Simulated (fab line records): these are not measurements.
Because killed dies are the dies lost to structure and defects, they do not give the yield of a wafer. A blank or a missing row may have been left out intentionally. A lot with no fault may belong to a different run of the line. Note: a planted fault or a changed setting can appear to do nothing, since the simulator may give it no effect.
fab line records	flow n5Finfet
record: lots: 5	wafers: 14	lastDay: 19
route steps=1938 shown BEOL_M9@1410 PASSIVATION@1936
lots that met no fault: from a run of the same line without faults
startH: hours from the record's first day to the start of the lot's first wafer shown	waitH: hours elapsed since this lot's preceding step	" as in the row above	L1.1+2: several wafers, shown together as one row	- no value, or no start given	* or withheld: withheld	< > ~ a bound
route shown NAME@n: NAME is a module with steps in the file, n the number in the route of the first one	usual: the fault-free wafers' mean and standard deviation	same: alike in all rows	chamber/n: place in a boat	sites: the reading at each site	_std_site: their standard deviation	_edge_site: mean of outer sites minus mean of inner sites	radiusMm: how far each site lies from the wafer's centre	mask NAME#n: copy n	behind: tool/chamber where the wafer was last shaped	hold: why the lot was held/for how many hours/how that ended	device: which transistor (n, p or np) failed to switch	end of line: at the end of the route, the tests of the same wafers	step lacking rows: just its recipe	killed: not the wafer's yield, but the dies lost to structure and defects at the first sort	map: the dies of a wafer, with x for killed, . for not killed, _ for no die there
set.NAME: the run value of the setting; set.NAME@STEP: its run value at that earlier step	model.NAME: the simulator's own value behind a step, which no gauge read
certain route steps with their lots: each step a table, each wafer a row
services: the hour from which a tool's chamber was out of use, counted from the record's first day as startH (under 0 if before that day), plus the number of hours and why
== steps ==
step: N5_BEOL_M9_SOFTBAKE_06
recipe: tempC: 110	timeS: 60	resist: CAR-ArF
step: N5_BEOL_M9_EXPOSE_08
recipe: maskId: M9	na: 1.35	sourceShape: dipole	sigmaInner: 0.411	sigmaOuter: 0.611	polarization: te	doseMj: 53.75
step: N5_BEOL_M9_PEB_09
recipe: pebTempC: withheld	pebTimeS: 60	resist: CAR-ArF
step: N5_BEOL_M9_DEVELOP_10
recipe: developTimeS: 30	developer: TMAH	resist: CAR-ArF	rinseLiquid: diw	dry: airSpin	devTempC: 23
step: N5_BEOL_M9_CD_MEAS_11
recipe: targetCdNm: 64.1	landingEnergyEv: 500	detector: seInlens	polarity: opening
usual: cdNm: 63.8/0.72
lot.wafer	tool	chamber	startH	waitH	cdNm
L840.3	cdSem-03	0	213.33	-	65.5
L840.4	"	0	"	"	64.8
L840.6	"	0	"	"	64.6
L842.3	cdSem-03	0	221.53	-	64.1
L842.4	"	0	"	"	63.6
L842.6	"	0	"	"	63.7
L852.1	cdSem-03	0	292.05	-	64.3
L852.3	"	0	"	"	64.0
L857.3	cdSem-03	0	337.56	-	63.9
L857.4	"	0	"	"	64.8
L857.5	"	0	"	"	64.6
L862.2	cdSem-02	0	385.86	-	63.5
L862.4	"	0	"	"	63.5
L862.5	"	0	"	"	63.8
step: N5_BEOL_M9_OVL_MEAS_12
recipe: pointsPerWafer: 44
usual: M9_OVL: 0.5/0.8
lot.wafer	tool	chamber	startH	waitH	M9_OVL[nm]
L840.3	overlay-01	0	213.35	0.0	0.4
L840.4	"	0	"	"	-0.2
L840.6	"	0	"	"	0.2
L842.3	overlay-01	0	221.55	0.0	0.5
L842.4	"	0	"	"	-0.5
L842.6	"	0	"	"	-0.1
L852.1	overlay-01	0	292.08	0.0	1.2
L852.3	"	0	"	"	1.1
L857.3	overlay-01	0	337.59	0.0	-0.4
L857.4	"	0	"	"	-0.2
L857.5	"	0	"	"	0.6
L862.2	overlay-02	0	385.89	0.0	1.7
L862.4	"	0	"	"	0.9
L862.5	"	0	"	"	0.8
step: N5_BEOL_M9_INSPECT_13
recipe: mode: adi	inspectInstrument: brightfield
usual: rawDefectCount: 408/84
lot.wafer	tool	chamber	startH	waitH	rawDefectCount
L840.3	defectInspect-01	-	213.38	0.0	428
L840.4	"	-	"	"	297
L840.6	"	-	"	"	400
L842.3	defectInspect-02	-	221.58	0.0	592
L842.4	"	-	"	"	506
L842.6	"	-	"	"	415
L852.1	defectInspect-02	-	292.10	0.0	366
L852.3	"	-	"	"	491
L857.3	defectInspect-02	-	337.62	0.0	413
L857.4	"	-	"	"	483
L857.5	"	-	"	"	297
L862.2	defectInspect-02	-	385.91	0.0	479
L862.4	"	-	"	"	577
L862.5	"	-	"	"	399
step: N5_BEOL_M9_DESCUM_16
recipe: chemistry: O2	timeS: 7.9	sourcePowerW: 50	biasPowerW: 20	pressureMtorr: 20	rfFrequencyHz: 2.712e+07	tempC: 40	resist: CAR-ArF	o2FlowSccm: 225
usual: chamberPressureMTorr: 20.000/0.024	drypumpMotorCurrentA: 5.6/0.49	oesProductAu: 0.77/0.073	rfVppV: 243.3/1.1	showerheadPlenumPTorr: 2.10/0.052	throttleValvePct: 20.50/0.23
lot.wafer	tool	chamber	startH	waitH	chamberPressureMTorr	drypumpMotorCurrentA	oesProductAu	rfHoursCounterH	rfVppV	showerheadPlenumPTorr	throttleValvePct
L840.3	rieDiel-06	0	213.41	0.0	19.990	4.9	0.69	240	243.8	2.06	20.13
L840.4	"	3	"	"	19.993	6.2	0.93	14	241.8	2.04	20.21
L840.6	"	1	"	"	20.015	5.4	0.74	-	245.0	2.17	20.65
L842.3	rieDiel-04	0	221.67	0.1	19.980	5.1	0.79	105	242.0	2.10	20.35
L842.4	"	1	"	"	20.022	6.1	0.74	178	244.8	2.19	20.47
L842.6	"	0	"	"	19.987	5.1	0.79	-	243.1	2.10	20.35
L852.1	rieDiel-02	3	292.14	0.0	20.023	5.0	0.71	202	243.3	2.17	20.36
L852.3	"	1	"	"	19.989	5.7	0.75	174	243.0	2.08	20.41
L857.3	rieDiel-06	1	337.65	0.0	19.983	5.6	0.71	217	242.2	2.16	20.71
L857.4	"	3	"	"	19.982	6.3	0.86	50	242.1	2.03	20.27
L857.5	"	2	"	"	19.993	5.8	0.71	-	242.0	2.09	20.90
L862.2	rieDiel-04	0	385.94	0.0	20.028	5.1	0.74	149	243.1	2.08	20.42
L862.4	"	1	"	"	19.987	6.1	0.71	225	244.8	2.17	20.53
L862.5	"	1	"	"	19.991	6.1	0.70	-	243.8	2.17	20.52
step: N5_BEOL_M9_ETCH_61
recipe: chemistry: CF4	target: SiARC	targetDepthA: 390	maskMaterial: CAR-ArF	timeS: 65	ionEnergyEv: 80	pressureMtorr: 40	sourceW: 545	biasW: 36	Ar_flow_sccm: 100	cf4FlowSccm: 100	ends: cleared
usual: cf4FlowSccm: 100.0/0.33	chamberPressureMTorr: 40.01/0.039	drypumpMotorCurrentA: 5.6/0.49	etchRfOnTimeS: 64.9/1.3	oesProductAu: 0.66/0.06	rfVppV: 184.2/0.95	showerheadPlenumPTorr: 2.15/0.048	throttleValvePct: 15.66/0.21
lot.wafer	tool	chamber	startH	waitH	cf4FlowSccm	chamberPressureMTorr	drypumpMotorCurrentA	etchRfOnTimeS	oesProductAu	rfHoursCounterH	rfVppV	showerheadPlenumPTorr	throttleValvePct
L840.3	rieDiel-06	0	213.45	0.0	100.4	39.93	4.9	66.0	0.58	240	184.3	2.12	15.51
L840.4	"	3	"	"	99.6	40.04	6.2	63.2	0.78	14	184.1	2.10	15.33
L840.6	"	1	"	"	100.5	40.01	5.5	63.7	0.64	-	183.8	2.23	15.89
L842.3	rieDiel-04	0	221.71	0.0	99.9	40.03	5.1	63.9	0.67	105	183.2	2.16	15.57
L842.4	"	1	"	"	99.7	40.03	6.1	65.5	0.63	178	185.4	2.22	15.60
L842.6	"	0	"	"	100.1	39.98	5.1	64.2	0.67	-	184.8	2.16	15.60
L852.1	rieDiel-02	3	292.17	0.0	100.4	39.99	4.9	66.3	0.62	202	184.9	2.21	15.52
L852.3	"	1	"	"	100.0	39.96	5.7	65.4	0.64	174	183.5	2.14	15.61
L857.3	rieDiel-06	1	337.68	0.0	99.7	39.92	5.6	64.7	0.62	217	186.3	2.21	15.96
L857.4	"	3	"	"	99.7	40.06	6.3	63.1	0.73	50	183.5	2.08	15.39
L857.5	"	2	"	"	100.5	40.08	5.8	66.4	0.61	-	183.4	2.12	15.95
L862.2	rieDiel-04	0	385.98	0.0	99.6	39.99	5.1	63.7	0.64	149	184.2	2.14	15.68
L862.4	"	1	"	"	100.8	39.97	6.1	64.4	0.61	225	183.7	2.21	15.67
L862.5	"	1	"	"	100.3	40.04	6.1	63.9	0.62	-	184.8	2.21	15.69
step: N5_BEOL_M9_ETCH_62
recipe: chemistry: N2/H2	target: SOC	targetDepthA: 1100	overetchA: 220	maskMaterial: SiARC	tempC: 40	timeS: 165	ionEnergyEv: 200	pressureMtorr: 30	sourceW: 840	biasW: 150	n2FlowSccm: 200	h2FlowSccm: 200
usual: chamberPressureMTorr: 30.003/0.029	drypumpMotorCurrentA: 5.6/0.49	oesProductAu: 0.66/0.055	rfVppV: 524.2/1.8	showerheadPlenumPTorr: 2.55/0.057	throttleValvePct: 17.91/0.2
lot.wafer	tool	chamber	startH	waitH	chamberPressureMTorr	drypumpMotorCurrentA	oesProductAu	rfHoursCounterH	rfVppV	showerheadPlenumPTorr	throttleValvePct
L840.3	rieDiel-06	0	213.50	0.0	29.945	4.9	0.58	240	521.6	2.51	17.66
L840.4	"	3	"	"	30.035	6.3	0.77	14	522.4	2.51	17.79
L840.6	"	1	"	"	30.078	5.5	0.62	-	525.9	2.63	18.04
L842.3	rieDiel-04	0	221.76	0.0	29.973	5.2	0.66	105	524.2	2.55	17.73
L842.4	"	1	"	"	30.025	6.1	0.64	178	526.2	2.64	17.85
L842.6	"	0	"	"	29.971	5.2	0.67	-	523.0	2.55	17.73
L852.1	rieDiel-02	3	292.22	0.0	30.026	4.9	0.62	202	527.6	2.65	17.84
L852.3	"	1	"	"	30.029	5.8	0.64	174	522.5	2.54	17.94
L857.3	rieDiel-06	1	337.73	0.0	30.005	5.5	0.60	217	525.7	2.62	18.09
L857.4	"	3	"	"	29.965	6.3	0.71	50	522.6	2.50	17.86
L857.5	"	2	"	"	30.010	5.8	0.61	-	524.8	2.51	18.23
L862.2	rieDiel-04	0	386.03	0.0	29.984	5.1	0.62	149	525.1	2.53	17.80
L862.4	"	1	"	"	29.996	6.1	0.61	226	525.5	2.62	17.94
L862.5	"	1	"	"	30.041	6.1	0.61	-	524.8	2.62	17.95
step: N5_BEOL_M9_STRIP_68
recipe: chemistry: N2/H2	tempC: 40	n2FlowSccm: 200	h2FlowSccm: 200	rfFrequencyHz: 6e+07
step: N5_BEOL_M9_STRIP_67
recipe: chemistry: CF4	resist: SiARC	powerW: 300	biasPowerW: 75	pressureMtorr: 50	cf4FlowSccm: 150	rfFrequencyHz: 6e+07
usual: cf4FlowSccm: 150.0/0.43	chamberPressureMTorr: 50.01/0.049	drypumpMotorCurrentA: 5.6/0.49	oesProductAu: 0.77/0.065	rfVppV: 271.2/1.2	showerheadPlenumPTorr: 1.80/0.042	throttleValvePct: 13.63/0.24
lot.wafer	tool	chamber	startH	waitH	cf4FlowSccm	chamberPressureMTorr	drypumpMotorCurrentA	oesProductAu	rfHoursCounterH	rfVppV	showerheadPlenumPTorr	throttleValvePct
L840.3	rieDiel-06	0	213.64	0.0	150.2	50.00	4.9	0.69	240	270.4	1.77	13.49
L840.4	"	3	"	"	150.9	49.91	6.3	0.91	14	270.7	1.75	13.22
L840.6	"	1	"	"	149.4	50.00	5.5	0.74	-	270.0	1.87	13.87
L842.3	rieDiel-04	0	221.90	0.0	150.6	50.03	5.1	0.78	105	270.8	1.81	13.56
L842.4	"	1	"	"	149.1	49.98	6.1	0.74	178	272.3	1.86	13.61
L842.6	"	0	"	"	149.8	50.11	5.1	0.78	-	270.4	1.81	13.57
L852.1	rieDiel-02	3	292.37	0.0	150.3	49.95	5.0	0.74	202	273.0	1.83	13.48
L852.3	"	1	"	"	150.3	49.99	5.8	0.75	174	270.0	1.80	13.67
L857.3	rieDiel-06	1	337.88	0.0	150.4	50.04	5.5	0.71	217	271.1	1.86	13.97
L857.4	"	3	"	"	150.0	49.90	6.3	0.85	50	270.2	1.74	13.31
L857.5	"	2	"	"	150.4	49.96	5.8	0.72	-	269.7	1.78	13.95
L862.2	rieDiel-04	0	386.17	0.0	150.0	49.98	5.1	0.74	149	271.7	1.79	13.67
L862.4	"	1	"	"	149.4	49.94	6.1	0.71	226	272.4	1.85	13.70
L862.5	"	1	"	"	149.9	49.98	6.1	0.71	-	272.7	1.85	13.68
step: N5_BEOL_M9_HM_OPEN_17
recipe: chemistry: Cl2/BCl3	targetDepthA: 200	overetchA: 60	target: TiN	maskMaterial: SOC	ionEnergyEv: 150	pressureMtorr: 10	icpW: 1000	biasW: 126	Cl2_flow_sccm: 53.25	bcl3FlowSccm: 21.75	Ar_flow_sccm: 25
usual: chamberPressureMTorr: 9.999/0.0093	drypumpMotorCurrentA: 6.00/0.24	mfcCl2Sccm: 53.26/0.16	oesProductAu: 0.69/0.078	throttleValvePct: 22.05/0.15
lot.wafer	tool	chamber	startH	waitH	chamberPressureMTorr	drypumpMotorCurrentA	mfcCl2Sccm	oesProductAu	rfHoursCounterH	throttleValvePct	model.SOC_of_BEOL_M9_COAT_59.thkNm
L840.3	rieMetal-02	0	213.74	0.1	9.993	5.63	53.31	0.78	-	22.08	92.4
L840.4	"	1	"	"	9.993	6.28	53.15	0.57	-	21.89	93.2
L840.6	"	0	"	"	10.013	5.62	53.28	0.77	-	22.08	92.6
L842.3	rieMetal-03	1	221.97	0.1	10.004	5.96	53.03	0.78	-	21.94	91.6
L842.4	"	0	"	"	9.981	5.82	53.23	0.70	-	22.29	92
L842.6	"	1	"	"	9.993	5.95	53.06	0.78	-	21.96	91.6
L852.1	rieMetal-03	0	292.41	0.0	10.002	5.84	53.51	0.69	33	22.29	88.4
L852.3	"	1	"	"	10.009	5.94	53.19	0.75	-	21.96	92.2
L857.3	rieMetal-02	0	337.95	0.1	9.999	5.61	53.34	0.71	-	22.12	92
L857.4	"	1	"	"	10.002	6.25	53.00	0.55	-	21.92	92
L857.5	"	1	"	"	10.013	6.22	53.18	0.55	-	21.95	92
L862.2	rieMetal-01	0	386.22	0.0	10.008	5.94	53.42	0.74	19	22.06	92.4
L862.4	"	1	"	"	9.992	6.36	53.35	0.58	-	21.90	92
L862.5	"	1	"	"	10.000	6.37	53.29	0.59	-	21.89	92.6
step: N5_BEOL_M9_STRIP_19
recipe: chemistry: O2	powerW: 400	tempC: 40	pressureMtorr: 30	rfFrequencyHz: 6e+07	biasPowerW: 0	overashFraction: 0.2	o2FlowSccm: 225
usual: chamberPressureMTorr: 30.00/0.03	drypumpMotorCurrentA: 5.5/0.5	oesProductAu: 0.79/0.072	rfVppV: 3.6/0.58	showerheadPlenumPTorr: 2.10/0.054	throttleValvePct: 16.70/0.26
lot.wafer	tool	chamber	startH	waitH	chamberPressureMTorr	drypumpMotorCurrentA	oesProductAu	rfHoursCounterH	rfVppV	showerheadPlenumPTorr	throttleValvePct
L840.3	rieDiel-04	0	213.84	0.1	29.97	5.1	0.79	101	3.3	2.10	16.60
L840.4	"	2	"	"	30.01	5.0	0.83	82	4.5	2.04	16.78
L840.6	"	3	"	"	30.00	5.3	0.83	-	3.3	2.15	16.71
L842.3	rieDiel-04	2	222.05	0.1	29.89	5.0	0.83	85	3.2	2.03	16.77
L842.4	"	3	"	"	29.99	5.3	0.83	65	2.5	2.15	16.71
L842.6	"	3	"	"	30.04	5.3	0.83	-	2.6	2.15	16.71
L852.1	rieDiel-02	3	292.52	0.1	30.08	4.9	0.72	202	3.1	2.17	16.62
L852.3	"	2	"	"	30.03	6.3	0.88	41	3.6	2.14	16.63
L857.3	rieDiel-06	3	338.03	0.1	30.00	6.3	0.87	50	3.1	2.04	16.47
L857.4	"	1	"	"	29.94	5.5	0.72	-	2.9	2.16	16.97
L857.5	"	2	"	"	30.00	5.8	0.72	-	3.5	2.09	17.09
L862.2	rieDiel-06	2	386.33	0.1	30.00	5.8	0.70	220	3.9	2.09	17.11
L862.4	"	0	"	"	30.03	4.9	0.88	31	4.1	2.05	16.10
L862.5	"	0	"	"	30.01	4.9	0.87	-	3.8	2.05	16.10
step: N5_PASSIVATION_PROBE_49
usual: defectLimitedYield: 91.3/1.7	killed_at_M0_to_M3: 33/9.9	killed_at_M4_up: 14/6.4	killedAtContacts: 12/7	killedAtFrontEnd: 41/13	killedAtOther: 3.1/2.9	killedDies: 103/20	killedOpen: 67/14	killedShort: 34/9.4	sort_bin_5_function: 5.1/1.1	sort_bin_6_memory: 3.2/0.79	sort_bin_8_speed: 0.02/0.15	sortNPass: 1077/21	sortYieldPct: 91.2/1.7
same: grossDies: 1180	killedAtBackSide: 0	sort_bin_4_leakage[%]: 0
lot.wafer	tool	chamber	startH	waitH	defectLimitedYield[%]	killed_at_M0_to_M3	killed_at_M4_up	killedAtContacts	killedAtFrontEnd	killedAtOther	killedDies	killedOpen	killedShort	sort_bin_5_function[%]	sort_bin_6_memory[%]	sort_bin_8_speed[%]	sortNPass	sortYieldPct[%]
L857.3	prober-01	-	402.55	0.1	94.1	31	4	12	16	7	70	48	19	2.7	3.0	0	1110	94.1
L857.4	prober-01	-	402.60	0.2	92.1	33	8	14	35	3	93	66	25	4.2	3.4	0	1087	92.1
L857.5	prober-01	-	402.65	0.2	92.6	26	8	12	32	9	87	52	31	4.4	3.0	0	1093	92.6
L862.2	prober-02	-	461.85	0.1	92.5	28	14	9	36	2	89	61	26	4.2	2.9	0	1091	92.5
L862.4	prober-02	-	461.95	0.2	90.3	33	17	10	49	6	115	80	35	5.9	3.4	0	1065	90.3
L862.5	prober-02	-	462.00	0.2	91.3	38	18	2	42	3	103	68	32	5.4	2.9	0	1077	91.3
killed by level:class
L857.3 MOL_CONTACT_COAG:geometricParticle:open=12 DUMMY_GATE:geometricParticle:open=6 BEOL_M3:geometricParticle:open=6 BEOL_M2:geometricParticle:open=5 BEOL_M1:geometricParticle:short=4 MIM_TOP_ETCH:geometricParticle:short=4 MIM_TOP_ETCH:geometricParticle:open=3 BEOL_M0:geometricParticle:open=3
L857.4 BEOL_M3:geometricParticle:open=11 MOL_CONTACT_COAG:geometricParticle:open=11 STARTING-WAFER:geometricParticle:open=7 DUMMY_GATE:geometricParticle:open=5 BEOL_M0:geometricParticle:open=5 FIN_CUT:geometricParticle:open=4 STI_FIN_REVEAL:geometricParticle:open=3 GATE_CUT:geometricParticle:open=3
L857.5 BEOL_M3:geometricParticle:open=13 MOL_CONTACT_COAG:geometricParticle:open=11 STI_FIN_REVEAL:geometricParticle:open=8 STARTING-WAFER:geometricParticle:short=6 GATE_CUT:geometricParticle:short=5 BEOL_M2:geometricParticle:open=4 MIM_TOP_ETCH:geometricParticle:short=3 STARTING-WAFER:geometricParticle:open=3
L862.2 FIN_SAQP:geometricParticle:open=9 FIN_SAQP:geometricParticle:short=7 STI_FIN_REVEAL:geometricParticle:open=7 MOL_CONTACT_COAG:geometricParticle:open=7 BEOL_M1:geometricParticle:open=5 BEOL_M2:geometricParticle:open=5 BEOL_M5:geometricParticle:open=5 BEOL_M2:geometricParticle:short=4
L862.4 FIN_SAQP:geometricParticle:open=16 BEOL_M0_SAQP:geometricParticle:open=9 BEOL_M1:geometricParticle:open=9 MOL_CONTACT_COAG:geometricParticle:open=8 STI_FIN_REVEAL:geometricParticle:open=7 FIN_SAQP:geometricParticle:short=6 BEOL_M0_SAQP:geometricParticle:short=6 DUMMY_GATE:geometricParticle:open=5
L862.5 BEOL_M0_SAQP:geometricParticle:open=13 BEOL_M0_SAQP:geometricParticle:short=10 BEOL_M4:geometricParticle:open=7 STI_FIN_REVEAL:geometricParticle:open=6 BEOL_M3:geometricParticle:open=6 DUMMY_GATE:geometricParticle:open=5 BEOL_M1:geometricParticle:open=5 FIN_SAQP:geometricParticle:short=4
== services ==
tool	chamber	startH	hours	kind
rieMetal-02	-	221.84	2.8	pm
rieMetal-03	-	230.33	0.4	repair
rieDiel-06	3	235.37	2.3	repair
rieDiel-06	0	244.91	-	clean
rieDiel-06	0	244.91	-	consumableReplace:focusRing
rieDiel-06	0	244.91	17.9	scheduledDown
rieDiel-06	0	244.91	17.9	ventCycle
rieDiel-06	1	295.74	3.9	repair
rieDiel-06	1	303.97	8.4	repair
rieMetal-02	-	314.27	1.4	pm
rieDiel-06	0	337.93	3.2	repair
rieDiel-04	3	342.35	3.4	repair
rieDiel-02	0	344.87	-	clean
rieDiel-02	0	344.87	-	consumableReplace:focusRing
rieDiel-02	0	344.87	15.9	scheduledDown
rieDiel-02	0	344.87	15.9	ventCycle
rieDiel-02	3	347.28	2.8	repair
rieMetal-02	1	356.98	-	clean
rieMetal-02	1	356.98	15.5	scheduledDown
rieMetal-02	1	356.98	15.5	ventCycle
rieDiel-04	0	359.94	1.7	repair
== key ==
firstSign none at tools or gauges
modelEffect: step: N5_BEOL_M9_HM_OPEN_17	value: SOC_of_BEOL_M9_COAT_59.thkNm	without: 92.2	struck: 88.4
metAt N5_BEOL_M9_HM_OPEN_17
struckWafers L852.1
onsetBetween 221.97 292.41
fault: kind: processParameterDrift	tool: rieMetal-03	chamber: -	onsetH: 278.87	steps: N5_BEOL_M9_HM_OPEN_17	channel: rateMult	offset: 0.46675	shape: step	endH: 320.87	scope: struckWafersOnly
